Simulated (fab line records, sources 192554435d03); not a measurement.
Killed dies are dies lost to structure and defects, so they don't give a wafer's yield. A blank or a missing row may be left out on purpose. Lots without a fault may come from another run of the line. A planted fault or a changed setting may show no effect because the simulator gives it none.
Split-lot experiment | flow n5_finfet | 7 lots, 39 wafers read, on a route of 1938 steps

THE SPLIT
At N5_DUMMY_GATE_PECVD_30 (deposits SiO2 from TEOS/O2, target thk 55 nm, time 10.8 s), the setting time_s was moved away from the recipe's 10.8 s on 9 of the 39 wafers read, by -22.6% to +47.7%. The other wafers ran this setting at the recipe's value.

FROM THE SPLIT TO THE READING: what the file shows between them, 4 steps
- N5_DUMMY_GATE_COAT_34: time 60 s, resist thk 60 nm
- N5_DUMMY_GATE_COAT_35: time 60 s, resist thk 10 nm
- N5_DUMMY_GATE_STRIP_41: strips in O2
- N5_DUMMY_GATE_HM_OPEN_21: chemistry CH3F/O2, target SiNx, target depth 120 nm, time 171.4 s

THE READING
SiO2_of_DUMMY_GATE_PECVD_30.thk_nm (the simulator's own value, which no gauge read), in nm, at N5_DUMMY_GATE_ETCH_32 (etches SiO2 in CF4, target depth 3.5 nm, time 3.9 s). The file gives no usual value for it. The 30 wafers here that ran the recipe average 41.9 nm, standard deviation 0.73 nm.

wafer  | tool, chamber at the split | time_s as run, s | against the recipe | SiO2_of_DUMMY_GATE_PECVD_30.thk_nm, nm | against lot-mates on the recipe
L075.1 | pecvd-02, 1                | 8.355            | -22.6%             | 28.8                                   | -13.1
L075.2 | pecvd-02, 0,1              | 10.8             | recipe             | 41.4                                   | -
L075.3 | pecvd-02, 0,1              | 10.8             | recipe             | 41.8                                   | -
L075.4 | pecvd-02, 0                | 8.355            | -22.6%             | 30.2                                   | -11.7
L075.5 | pecvd-02, 0                | 10.8             | recipe             | 42.6                                   | -
L075.6 | pecvd-02, 1                | 8.355            | -22.6%             | 29.8                                   | -12.1
L079.1 | pecvd-03, 2                | 10.8             | recipe             | 41                                     | -
L079.2 | pecvd-03, 1                | 10.8             | recipe             | 41.4                                   | -
L079.3 | pecvd-03, 0                | 10.8             | recipe             | 41.6                                   | -
L079.4 | pecvd-03, 1,2              | 10.8             | recipe             | 42.8                                   | -
L079.5 | pecvd-03, 1,2              | 10.8             | recipe             | 42.6                                   | -
L079.6 | pecvd-03, 0                | 10.8             | recipe             | 42                                     | -
L084.1 | pecvd-03, 2                | 10.8             | recipe             | 41                                     | -
L084.2 | pecvd-03, 0                | 10.8             | recipe             | 41.2                                   | -
L084.3 | pecvd-03, 1                | 12.52            | +15.9%             | 50                                     | +8.1
L084.4 | pecvd-03, 0                | 10.8             | recipe             | 43.4                                   | -
L084.5 | pecvd-03, 2                | 12.52            | +15.9%             | 50.4                                   | +8.5
L084.6 | pecvd-03, 1                | 12.52            | +15.9%             | 50.8                                   | +8.9
L085.2 | pecvd-03, 0                | 10.8             | recipe             | 41                                     | -
L085.4 | pecvd-03, 2                | 10.8             | recipe             | 42                                     | -
L085.6 | pecvd-03, 0                | 10.8             | recipe             | 41.2                                   | -
L092.1 | pecvd-03, 2                | 10.8             | recipe             | 41.6                                   | -
L092.2 | pecvd-03, 0                | 10.8             | recipe             | 40.8                                   | -
L092.3 | pecvd-03, 1                | 10.8             | recipe             | 42                                     | -
L092.4 | pecvd-03, 1                | 10.8             | recipe             | 42.4                                   | -
L092.5 | pecvd-03, 2                | 10.8             | recipe             | 42.2                                   | -
L092.6 | pecvd-03, 0                | 10.8             | recipe             | 41.8                                   | -
L096.1 | pecvd-01, 0                | 10.8             | recipe             | 41.4                                   | -
L096.2 | pecvd-01, 2                | 10.8             | recipe             | 41.8                                   | -
L096.3 | pecvd-01, 1                | 10.8             | recipe             | 42.2                                   | -
L096.4 | pecvd-01, 2                | 10.8             | recipe             | 43                                     | -
L096.5 | pecvd-01, 1                | 10.8             | recipe             | 43.2                                   | -
L096.6 | pecvd-01, 0                | 10.8             | recipe             | 42.8                                   | -
L097.1 | pecvd-01, 0                | 10.8             | recipe             | 40.8                                   | -
L097.2 | pecvd-01, 1                | 15.95            | +47.7%             | 65                                     | +23.2
L097.3 | pecvd-01, 2                | 10.8             | recipe             | 41.8                                   | -
L097.4 | pecvd-01, 1                | 15.95            | +47.7%             | 66.6                                   | +24.8
L097.5 | pecvd-01, 0                | 15.95            | +47.7%             | 66.2                                   | +24.4
L097.6 | pecvd-01, 2                | 10.8             | recipe             | 42.8                                   | -
Where a row lists several chambers, the file gives one row for several wafers and doesn't say which wafer went through which chamber.

THE FIT
A straight line over all 39 wafers: SiO2_of_DUMMY_GATE_PECVD_30.thk_nm changes by +0.514 nm for each +1% of time_s; r = +1.00; the points scatter about the line by 0.75 nm.
The same after taking each lot's own level away (the mean of its wafers on the recipe; 39 wafers): +0.516 nm for each +1%; r = +1.00; scatter 0.7 nm.
On that fit, the largest move of time_s shifts the reading by 25 nm.
The lots' own levels span 41.40 to 42.40 nm, that is 1.4 times the standard deviation above.
So the lot-to-lot level changes the slope little: the two slopes agree.
Check: with one of the wafers moved furthest among these (+47.7%) left out of the fit, the line predicts +25 nm for it against its lot-mates. It came out at +23.2 nm against them.

THE WHOLE CHAIN: every reading that the file lists as answering this split, in the file's order
step                   | what it does                                              | reading                                                                             | change (the file's fit)               | r (the file's)
N5_DUMMY_GATE_PECVD_30 | deposits SiO2 from TEOS/O2, target thk 55 nm, time 10.8 s | SiO2_of_DUMMY_GATE_PECVD_30.thk_nm (the simulator's own value, which no gauge read) | +0.512 nm for each +1% of the setting | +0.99
N5_DUMMY_GATE_ETCH_32  | etches SiO2 in CF4, target depth 3.5 nm, time 3.9 s       | SiO2_of_DUMMY_GATE_PECVD_30.thk_nm (the simulator's own value, which no gauge read) | +0.515 nm for each +1% of the setting | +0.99

THE FILE'S OWN FIT
SiO2_of_DUMMY_GATE_PECVD_30.thk_nm changes by +0.515 nm for each +1% of time_s, r = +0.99.
